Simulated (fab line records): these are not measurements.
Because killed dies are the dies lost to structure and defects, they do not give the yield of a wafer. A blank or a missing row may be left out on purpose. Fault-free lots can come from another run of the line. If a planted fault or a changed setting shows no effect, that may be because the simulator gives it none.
Matching of chambers :: flow n5Finfet :: rieDiel-01 running N5_MIM_TOP_LITHO_DESCUM_10: 4 sister chambers
The step chemistry O2, time 7.9 s. 7 wafers are shown with their chamber, then 9 later ones without.

## WAFERS PAIRED WITH THEIR CHAMBERS
wafer: L080.4
chamber: 1
throttleValvePct (%): 20.65
showerheadPlenumPTorr (Torr): 2.06

wafer: L082.1
chamber: 1
throttleValvePct (%): 20.67
showerheadPlenumPTorr (Torr): 2.06

wafer: L082.3
chamber: 0
throttleValvePct (%): 20.41
showerheadPlenumPTorr (Torr): 2.17

wafer: L082.6
chamber: 2
throttleValvePct (%): 19.97
showerheadPlenumPTorr (Torr): 2.04

wafer: L084.1
chamber: 3
throttleValvePct (%): 20.09
showerheadPlenumPTorr (Torr): 2.07

wafer: L084.3
chamber: 0
throttleValvePct (%): 20.43
showerheadPlenumPTorr (Torr): 2.16

wafer: L084.5
chamber: 2
throttleValvePct (%): 19.98
showerheadPlenumPTorr (Torr): 2.04

## WAFERS WHOSE CHAMBER IS MISSING
wafer: L086.3
throttleValvePct (%): 20.09
showerheadPlenumPTorr (Torr): 2.07

wafer: L086.5
throttleValvePct (%): 20.43
showerheadPlenumPTorr (Torr): 2.17

wafer: L086.6
throttleValvePct (%): 20.10
showerheadPlenumPTorr (Torr): 2.07

wafer: L092.3
throttleValvePct (%): 20.45
showerheadPlenumPTorr (Torr): 2.16

wafer: L092.5
throttleValvePct (%): 20.69
showerheadPlenumPTorr (Torr): 2.05

wafer: L092.6
throttleValvePct (%): 20.01
showerheadPlenumPTorr (Torr): 2.03

wafer: L096.1
throttleValvePct (%): 20.71
showerheadPlenumPTorr (Torr): 2.05

wafer: L096.5
throttleValvePct (%): 20.48
showerheadPlenumPTorr (Torr): 2.16

wafer: L096.6
throttleValvePct (%): 20.70
showerheadPlenumPTorr (Torr): 2.05

## WHICH CHAMBER EACH WENT THROUGH
wafer: L086.3
from the rows above: 3
in truth: 3

wafer: L086.5
from the rows above: 0
in truth: 0

wafer: L086.6
from the rows above: 3
in truth: 3

wafer: L092.3
from the rows above: 0
in truth: 0

wafer: L092.5
from the rows above: 1
in truth: 1

wafer: L092.6
from the rows above: 2
in truth: 2

wafer: L096.1
from the rows above: 1
in truth: 1

wafer: L096.5
from the rows above: 0
in truth: 0

wafer: L096.6
from the rows above: 1
in truth: 1
9 of 9 placed correctly. Left unplaced by these rows: 0. Placed wrongly: 0.
How it was worked out, from the rows above alone: a wafer's distance from a chamber is the root of the sum, over the readings, of the square of ((its reading less the chamber's mean) divided by the reading's scatter). The wafer belongs to the nearest chamber; if the next one is less than 2 further off, it can't be placed. For every chamber, the mean is computed from those of its wafers that are shown. The scatter is the square root of a quotient: the sum, over the shown wafers, of each reading's squared deviation from its chamber's mean, divided by wafers minus chambers.
